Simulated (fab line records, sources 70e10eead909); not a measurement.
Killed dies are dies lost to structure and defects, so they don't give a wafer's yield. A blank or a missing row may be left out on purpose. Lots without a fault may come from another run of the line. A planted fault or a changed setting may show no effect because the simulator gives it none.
Which tool did it? | flow nand_harc | 11 lots, 33 wafers sampled, at 5 steps of a route of 1302

WHAT THE GAUGES READ, wafer by wafer
NHARC_END_SORT_01.
lot  | measured     | on        | killed_at_array
L728 | day 31 03:42 | prober-01 | 674 674 671
L730 | day 32 23:27 | prober-02 | 662 662 663
L731 | day 32 19:46 | prober-01 | 676 671 674

WHICH TOOL RAN EACH LOT (tool, then ch and the chambers of the sampled wafers, then the start)
lot  | NHARC_A_STAIRCASE_TRIM_26                     | NHARC_A_STAIRCASE_DESCUM_186       | NHARC_A_STAIRCASE_TRIM_198                    | NHARC_A_STAIRCASE_ETCH_203
L714 | rie_diel-04 ch 0, day 16 18:07 or earlier     | rie_diel-04 ch 0,1,3, day 16 18:07 | rie_diel-04 ch 0,3, day 16 20:06 or earlier   | rie_diel-04 ch 0,2,3, day 16 20:06
L715 | rie_diel-13 ch 1,3, day 17 08:15 or earlier   | rie_diel-04 ch 1,3, day 17 08:15   | rie_diel-04 ch 0,1,2, day 17 10:25 or earlier | rie_diel-04 ch 0,3, day 17 10:25
L718 | rie_diel-04 ch 1,2,3, day 18 09:32 or earlier | rie_diel-13 ch 1,2, day 18 09:32   | rie_diel-04 ch 1,2, day 18 11:37 or earlier   | rie_diel-04 ch 0,1, day 18 11:37
L720 | rie_diel-08 ch 0,1, day 19 07:46 or earlier   | rie_diel-13 ch 0,1, day 19 07:46   | rie_diel-04 ch 2,3, day 19 10:11 or earlier   | rie_diel-04 ch 0,1,3, day 19 10:11
L724 | rie_diel-08 ch 0,1, day 20 13:56 or earlier   | rie_diel-04 ch 1,2,3, day 20 13:56 | rie_diel-04 ch 2,3, day 20 16:09 or earlier   | rie_diel-04 ch 1,2,3, day 20 16:09
L726 | rie_diel-04 ch 0,3, day 21 20:14 or earlier   | rie_diel-04 ch 2,3, day 21 20:14   | rie_diel-04 ch 1,2,3, day 21 22:48 or earlier | rie_diel-04 ch 0,1,3, day 21 22:48
L728 | rie_diel-13 ch 0,1,2, day 22 15:26 or earlier | rie_diel-08 ch 0,1,2, day 22 15:26 | rie_diel-04 ch 1,3, day 22 18:16 or earlier   | rie_diel-04 ch 0,1,3, day 22 18:16
L730 | rie_diel-04 ch 0,3, day 24 01:04 or earlier   | rie_diel-04 ch 1,2,3, day 24 01:04 | rie_diel-04 ch 1,2, day 24 03:02 or earlier   | rie_diel-04 ch 0,1, day 24 03:02
L731 | rie_diel-13 ch 1,2,3, day 24 03:19 or earlier | rie_diel-04 ch 0,3, day 24 03:19   | rie_diel-08 ch 1,2, day 24 05:19 or earlier   | rie_diel-08 ch 1,3, day 24 05:19
L732 | rie_diel-08 ch 0,2,3, day 24 09:50 or earlier | rie_diel-04 ch 2,3, day 24 09:50   | rie_diel-08 ch 1,2, day 24 11:53 or earlier   | rie_diel-08 ch 0,1, day 24 11:53
L735 | rie_diel-13 ch 0,1,3, day 25 13:40 or earlier | rie_diel-13 ch 0,1,2, day 25 13:40 | rie_diel-04 ch 0,1, day 25 17:12 or earlier   | rie_diel-04 ch 2,3, day 25 17:12
- NHARC_A_STAIRCASE_TRIM_26: chemistry O2, time 211.2 s.
- NHARC_A_STAIRCASE_DESCUM_186: chemistry O2, time 3 s.
- NHARC_A_STAIRCASE_TRIM_198: chemistry O2, time 211.2 s.
- NHARC_A_STAIRCASE_ETCH_203: etches the open film in C4F8/O2, target depth 100 nm, time 40.5 s.

THE ANSWER, worked out from the rows above alone
Rule: what is usual is taken from the lots themselves. Put in order of their means at a reading, lots are off if they are a third of the lots or fewer, leave a main group of 4 or more, and stand apart from it by a gap of 3 or more times the standard deviation of the main group's means; of several such gaps the widest counts. A main group whose means are all the same, to the digits that the tables above print for the reading, isn't used. A lot without any number at a reading at which 4 lots or more have one is off too. The other lots that the step has rows for count as sound.
No lot is off at any reading shown: from this, nothing can be told.

WHAT THE SIMULATOR HAD PUT IN
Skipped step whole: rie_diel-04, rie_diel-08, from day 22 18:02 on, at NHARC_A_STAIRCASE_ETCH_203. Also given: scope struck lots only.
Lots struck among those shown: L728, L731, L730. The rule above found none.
